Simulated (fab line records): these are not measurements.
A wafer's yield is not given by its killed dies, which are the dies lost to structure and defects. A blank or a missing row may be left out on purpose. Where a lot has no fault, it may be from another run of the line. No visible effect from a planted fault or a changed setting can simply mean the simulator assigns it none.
Lot-split experiment || flow n5 finfet || on a route of 1938 steps: 7 lots, 21 wafers read

ABOUT THE SPLIT
At N5_BEOL_M8_COAT_22 (resist thk 30 nm), the setting spin rpm was moved away from the recipe's 1500 rpm on 5 of the 21 wafers read, by -10.6% to -6.7%. For the rest of the wafers, this setting stayed at what the recipe calls for.

FROM THE SPLIT TO THE READING: what the file shows between them, 3 steps
- N5_BEOL_M8_EBR_24
- N5_BEOL_M8_SOFTBAKE_23: time 60 s
- N5_BEOL_M8_DESCUM_33: chemistry O2, time 7 s

THE READING
CAR-EUV_of_BEOL_M8_COAT_22.thk nm (the simulator's own value, which no gauge read), in nm, at N5_BEOL_M8_ETCH_72 (etches underlayer in N2/H2, target depth 6.5 nm, time 5.2 s). No usual value for it is given in the file. Across the 16 wafers here that went through the recipe, the average is 20.4 nm and the standard deviation 0.11 nm.

{"wafer": "L074.1", "tool, chamber at the split": "litho track-05, 0", "spin rpm as run, rpm": 1390, "against the recipe": "-7.3%", "CAR-EUV_of_BEOL_M8_COAT_22.thk nm, nm": 21.6, "against lot-mates on the recipe": "+1.4"}
{"wafer": "L074.2", "tool, chamber at the split": "litho track-05, 0", "spin rpm as run, rpm": 1390, "against the recipe": "-7.3%", "CAR-EUV_of_BEOL_M8_COAT_22.thk nm, nm": 21.4, "against lot-mates on the recipe": "+1.2"}
{"wafer": "L074.3", "tool, chamber at the split": "litho track-05, 0", "spin rpm as run, rpm": 1500, "against the recipe": "recipe", "CAR-EUV_of_BEOL_M8_COAT_22.thk nm, nm": 20.2, "against lot-mates on the recipe": "-"}
{"wafer": "L077.3", "tool, chamber at the split": "litho track-04, 0", "spin rpm as run, rpm": 1500, "against the recipe": "recipe", "CAR-EUV_of_BEOL_M8_COAT_22.thk nm, nm": 20.4, "against lot-mates on the recipe": "-"}
{"wafer": "L077.4", "tool, chamber at the split": "litho track-04, 0", "spin rpm as run, rpm": 1500, "against the recipe": "recipe", "CAR-EUV_of_BEOL_M8_COAT_22.thk nm, nm": 20.4, "against lot-mates on the recipe": "-"}
{"wafer": "L077.5", "tool, chamber at the split": "litho track-04, 0", "spin rpm as run, rpm": 1500, "against the recipe": "recipe", "CAR-EUV_of_BEOL_M8_COAT_22.thk nm, nm": 20.6, "against lot-mates on the recipe": "-"}
{"wafer": "L078.2", "tool, chamber at the split": "litho track-01, 0", "spin rpm as run, rpm": 1500, "against the recipe": "recipe", "CAR-EUV_of_BEOL_M8_COAT_22.thk nm, nm": 20.6, "against lot-mates on the recipe": "-"}
{"wafer": "L078.4", "tool, chamber at the split": "litho track-01, 0", "spin rpm as run, rpm": 1400, "against the recipe": "-6.7%", "CAR-EUV_of_BEOL_M8_COAT_22.thk nm, nm": 21.4, "against lot-mates on the recipe": "+0.9"}
{"wafer": "L078.5", "tool, chamber at the split": "litho track-01, 0", "spin rpm as run, rpm": 1500, "against the recipe": "recipe", "CAR-EUV_of_BEOL_M8_COAT_22.thk nm, nm": 20.4, "against lot-mates on the recipe": "-"}
{"wafer": "L081.3", "tool, chamber at the split": "litho track-04, 0", "spin rpm as run, rpm": 1500, "against the recipe": "recipe", "CAR-EUV_of_BEOL_M8_COAT_22.thk nm, nm": 20.6, "against lot-mates on the recipe": "-"}
{"wafer": "L081.4", "tool, chamber at the split": "litho track-04, 0", "spin rpm as run, rpm": 1341, "against the recipe": "-10.6%", "CAR-EUV_of_BEOL_M8_COAT_22.thk nm, nm": 22.2, "against lot-mates on the recipe": "+1.6"}
{"wafer": "L081.5", "tool, chamber at the split": "litho track-04, 0", "spin rpm as run, rpm": 1341, "against the recipe": "-10.6%", "CAR-EUV_of_BEOL_M8_COAT_22.thk nm, nm": 22.2, "against lot-mates on the recipe": "+1.6"}
{"wafer": "L084.1", "tool, chamber at the split": "litho track-04, 0", "spin rpm as run, rpm": 1500, "against the recipe": "recipe", "CAR-EUV_of_BEOL_M8_COAT_22.thk nm, nm": 20.4, "against lot-mates on the recipe": "-"}
{"wafer": "L084.4", "tool, chamber at the split": "litho track-04, 0", "spin rpm as run, rpm": 1500, "against the recipe": "recipe", "CAR-EUV_of_BEOL_M8_COAT_22.thk nm, nm": 20.4, "against lot-mates on the recipe": "-"}
{"wafer": "L084.5", "tool, chamber at the split": "litho track-04, 0", "spin rpm as run, rpm": 1500, "against the recipe": "recipe", "CAR-EUV_of_BEOL_M8_COAT_22.thk nm, nm": 20.4, "against lot-mates on the recipe": "-"}
{"wafer": "L087.1", "tool, chamber at the split": "litho track-05, 0", "spin rpm as run, rpm": 1500, "against the recipe": "recipe", "CAR-EUV_of_BEOL_M8_COAT_22.thk nm, nm": 20.4, "against lot-mates on the recipe": "-"}
{"wafer": "L087.3", "tool, chamber at the split": "litho track-05, 0", "spin rpm as run, rpm": 1500, "against the recipe": "recipe", "CAR-EUV_of_BEOL_M8_COAT_22.thk nm, nm": 20.6, "against lot-mates on the recipe": "-"}
{"wafer": "L087.4", "tool, chamber at the split": "litho track-05, 0", "spin rpm as run, rpm": 1500, "against the recipe": "recipe", "CAR-EUV_of_BEOL_M8_COAT_22.thk nm, nm": 20.6, "against lot-mates on the recipe": "-"}
{"wafer": "L094.3", "tool, chamber at the split": "litho track-05, 0", "spin rpm as run, rpm": 1500, "against the recipe": "recipe", "CAR-EUV_of_BEOL_M8_COAT_22.thk nm, nm": 20.4, "against lot-mates on the recipe": "-"}
{"wafer": "L094.4", "tool, chamber at the split": "litho track-05, 0", "spin rpm as run, rpm": 1500, "against the recipe": "recipe", "CAR-EUV_of_BEOL_M8_COAT_22.thk nm, nm": 20.4, "against lot-mates on the recipe": "-"}
{"wafer": "L094.6", "tool, chamber at the split": "litho track-05, 0", "spin rpm as run, rpm": 1500, "against the recipe": "recipe", "CAR-EUV_of_BEOL_M8_COAT_22.thk nm, nm": 20.4, "against lot-mates on the recipe": "-"}

FIT RESULTS
A straight line over all 21 wafers: CAR-EUV_of_BEOL_M8_COAT_22.thk nm changes by -0.157 nm for each +1% of spin rpm; r = -0.98; the points scatter about the line by 0.12 nm.
The same after taking each lot's own level away (the mean of its wafers on the recipe; 21 wafers): -0.156 nm for each +1%; r = -0.99; scatter 0.094 nm.
That fit puts the effect of the largest move of spin rpm on the reading at 1.7 nm.
From 20.20 to 20.60 nm: that is the span of the lots' own levels, equal to 3.6 times the standard deviation above.
So the lot-to-lot level changes the slope little: the two slopes agree.
Check: +1.68 nm against its lot-mates is what the line predicts for one of the wafers moved furthest among these (-10.6%) when that wafer is left out of the fit. Against them it came out at +1.6 nm.

OTHER SPLITS APPLIED TO THESE WAFERS
These wafers also went through other splits before the reading. Each is held against what the fit with the lots' levels taken away leaves over:
{"other split on the same wafers": "N5_BEOL_M6_TRENCH_ETCH_37 bias w", "wafers away from the commonest value": 8, "r with CAR-EUV_of_BEOL_M8_COAT_22.thk nm (lot level and that fit taken away)": "+0.26"}
{"other split on the same wafers": "N5_BEOL_M7_EXPOSE_25 dose mj", "wafers away from the commonest value": 8, "r with CAR-EUV_of_BEOL_M8_COAT_22.thk nm (lot level and that fit taken away)": -0.20}
{"other split on the same wafers": "N5_BEOL_M7_DESCUM_33 time s", "wafers away from the commonest value": 5, "r with CAR-EUV_of_BEOL_M8_COAT_22.thk nm (lot level and that fit taken away)": "+0.24"}

THE WHOLE CHAIN: every reading that the file lists as answering this split, in the file's order
{"step": "N5_BEOL_M8_COAT_22", "what it does": "resist thk 30 nm", "reading": "CAR-EUV_of_BEOL_M8_COAT_22.thk nm (the simulator's own value, which no gauge read)", "change (the file's fit)": "-0.159 nm for each +1% of the setting", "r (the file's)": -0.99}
{"step": "N5_BEOL_M8_DESCUM_33", "what it does": "chemistry O2, time 7 s", "reading": "CAR-EUV_of_BEOL_M8_COAT_22.thk nm (the simulator's own value, which no gauge read)", "change (the file's fit)": "-0.167 nm for each +1% of the setting", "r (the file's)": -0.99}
{"step": "N5_BEOL_M8_ETCH_72", "what it does": "etches underlayer in N2/H2, target depth 6.5 nm, time 5.2 s", "reading": "CAR-EUV_of_BEOL_M8_COAT_22.thk nm (the simulator's own value, which no gauge read)", "change (the file's fit)": "-0.154 nm for each +1% of the setting", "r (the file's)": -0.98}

FILE'S OWN FIT
CAR-EUV_of_BEOL_M8_COAT_22.thk nm changes by -0.154 nm for each +1% of spin rpm, r = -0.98.
